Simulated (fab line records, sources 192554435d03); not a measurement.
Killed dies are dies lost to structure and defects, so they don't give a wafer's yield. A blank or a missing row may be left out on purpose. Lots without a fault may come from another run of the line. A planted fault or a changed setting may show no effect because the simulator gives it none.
A struck lot beside a sound one | flow n5_finfet | 16 steps out of a route of 1938
Sound: wafers L329.1, L329.3, L329.4. Struck: wafers L323.2, L323.4, L323.5. The cause comes at the end.
At each step with rows: each side's tool, then ch and its chambers, then its first start. Under that, the readings that differ: sound wafers | struck wafers | difference of the means | sigmas: that difference in standard deviations of wafers without a fault.
alike: readings whose means differ by less than 2 such deviations, and words and numbers that are the same on both sides. not compared: withheld readings, readings that some wafer has no value for, bounds like >300 that may hide the same value, and numbers for which the record gives no deviation and whose values overlap.
The two part at a step that has a row with sigmas, a row that says differs or no value, or rows on one side only. Numbers that don't overlap but have no deviation are shown without sigmas and don't part them. A reading that every wafer of one side lacks parts them only if that side has two wafers or more.

first, 4 steps without rows for these wafers: N5_HKMG_FIN_STRIP_89 (strips SOC in N2/H2, time 20 s); N5_HKMG_FIN_WET_ETCH_87 (etches TiN in SC1, time 154.2 s, target depth 4.7 nm, rinse time 30 s); N5_HKMG_FIN_STRIP_88 (strips in N2/H2, time 360 s); N5_HKMG_FIN_NWFM_ALD_20 (deposits TiAlC, target thk 2 nm, pulse time 3 s, purge time 2 s).
N5_HKMG_FIN_ALD_71: deposits TiN, target thk 1 nm, pulse time 1 s, purge time 3 s.
  sound on ald_metal-01 ch 1,3, day 7 17:20; struck on ald_metal-02 ch 0,1,2, day 6 08:13
  alike: chamber_pressure_Torr, heater_power_outer_w, heater_power_w, precursor_pulse_height_rel
then, 1 step without rows for these wafers: N5_HKMG_FIN_COAT_66 (time 60 s, resist thk 300 nm).
N5_HKMG_FIN_ETCH_67: etches SOC in N2/H2, stops on TiN, target depth 388.9 nm.
  sound on rie_diel-02 ch 0,1,3, day 7 17:41; struck on rie_diel-04 ch 0,1,2, day 6 08:33
  alike: drypump_motor_current_A, oes_product_au, rf_vpp_V, showerhead_plenum_p_Torr, throttle_valve_pct
  not compared: rf_hours_counter_h
then, 2 steps without rows for these wafers: N5_HKMG_FIN_STRIP_90 (strips SOC in N2/H2, time 20 s); N5_HKMG_FIN_WET_ETCH_73 (etches the open film in SC1, time 42.3 s, target depth 1.3 nm, rinse time 30 s).
N5_HKMG_FIN_ETCHBACK_68: etches the open film in Cl2/Ar, stops on HfO2, target depth 0.5 nm.
  sound on rie_metal-03 ch 0,1, day 7 17:55; struck on rie_metal-03 ch 0,1, day 6 08:46
  alike: drypump_motor_current_A, he_backside_leak_sccm, oes_product_au, throttle_valve_pct
  not compared: rf_hours_counter_h
N5_HKMG_FIN_STRIP_69: strips in N2/H2, time 360 s.
  sound on plasma_asher-02 ch 0,1, day 7 18:07; struck on plasma_asher-01 ch 0,1, day 6 08:55
  reading            | sound       | struck      | difference | sigmas
  heater_power_w (W) | 448 456 456 | 403 404 420 | -44        | -2
  alike: drypump_motor_current_A
  not compared: rf_hours_counter_h
then, 1 step without rows for these wafers: N5_HKMG_FIN_ALD_21 (deposits TiN, target thk 1.5 nm, pulse time 1 s, purge time 3 s).
N5_HKMG_FIN_ALD_72: deposits W, target thk 2 nm, pulse time 1 s, purge time 2 s.
  sound on cvd_w-02 ch 0,1, day 7 18:52; struck on cvd_w-02 ch 0,1, day 6 09:40
  no value came back on the struck wafers for any of 5 readings (ald_cycles, chamber_pressure_Torr (Torr) and others); on the sound wafers ald_cycles reads 7 7 7
N5_HKMG_FIN_W_FILL_22: material W, target thk 60 nm, time 18.2 s.
  sound on cvd_w-02 ch 0,1, day 7 18:56; struck on cvd_w-02 ch 0,1, day 6 09:43
  alike: heater_power_outer_w, heater_power_w, throttle_valve_pct
N5_BEOL_M4_RC_MEAS_101:
  the record has rows for the sound wafers here (prober-02 ch 0, day 15 18:53) and none for the struck ones
-- the record jumps here: 16 days lie between the struck wafers' starts before and after (it left off in module BEOL_M4 and takes up again in module PASSIVATION, whose first step shown is number 1936 of the route) --
N5_PASSIVATION_PROBE_49:
  sound on prober-02, day 20 12:38; struck on prober-01, day 22 13:09
  reading                  | sound          | struck         | difference | sigmas
  defect_limited_yield (%) | 89.5 93.0 92.7 | 0 0 0          | -92        | -76
  killed_at_front_end      | 43 36 41       | 1119 1129 1120 | +1083      | +99 or more
  killed_dies              | 124 83 86      | 1180 1180 1180 | +1082      | +72
  killed_on_rim            | 13 6 18        | 152 152 152    | +140       | +39
  sort_bin_5_function (%)  | 6.0 4.2 4.7    | 95.8 96.4 96.8 | +91.4      | +99 or more
  sort_n_pass              | 1056 1097 1094 | 0 0 0          | -1082      | -72
  sort_yield_pct (%)       | 89.5 93.0 92.7 | 0 0 0          | -92        | -76
  alike: killed_at_M0_to_M3, killed_at_M4_up, killed_at_contacts, killed_at_other, killed_open, killed_short, sort_bin_6_memory

WHERE THEY PART
First at N5_HKMG_FIN_STRIP_69; last, within this record, at N5_PASSIVATION_PROBE_49.

WHY: what the simulator had put in
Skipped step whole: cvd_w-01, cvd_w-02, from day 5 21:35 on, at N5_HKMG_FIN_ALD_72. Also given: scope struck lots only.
